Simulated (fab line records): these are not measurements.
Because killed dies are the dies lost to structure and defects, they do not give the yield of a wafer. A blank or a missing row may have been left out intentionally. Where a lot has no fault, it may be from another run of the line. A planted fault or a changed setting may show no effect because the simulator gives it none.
Matching of chambers ; flow nand harc ; NHARC_A_M1_PRE_CLEAN_32 on pecvd-02: 3 sister chambers
The step time 12 s. 3 wafers are shown with their chamber, then 9 later ones without.

WAFERS PAIRED WITH THEIR CHAMBERS
wafer;chamber;heater power w (W)
L087.6;2;532
L091.1;1;747
L091.5;0;573

WAFERS WITHOUT THEIR CHAMBER
wafer;heater power w (W)
L092.1;595
L092.3;473
L092.5;720
L093.3;503
L093.4;488
L093.5;743
L097.3;490
L097.4;498
L097.5;549

WHICH CHAMBER EACH ONE RAN IN
wafer;from the rows above;in truth
L092.1;can't be placed: 0 or 2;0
L092.3;can't be placed: 2 or 0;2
L092.5;1;1
L093.3;can't be placed: 2 or 0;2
L093.4;can't be placed: 2 or 0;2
L093.5;1;1
L097.3;can't be placed: 2 or 0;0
L097.4;can't be placed: 2 or 0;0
L097.5;can't be placed: 2 or 0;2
Correct placement for 2 of the 9. Can't be placed from these rows: 7 (the true chamber is among the candidates in 7). Wrongly placed: 0.
How it was worked out, from the rows above alone: a wafer's distance from a chamber is the root of the sum, over the readings, of the square of ((its reading less the chamber's mean) divided by the reading's scatter). The wafer belongs to the nearest chamber; if the next one is less than 2 further off, it can't be placed. Each chamber's mean is taken over the wafers shown for it. The scatter: root of mean squared gap, hidden wafer to nearest shown wafer, with one shown wafer a chamber.
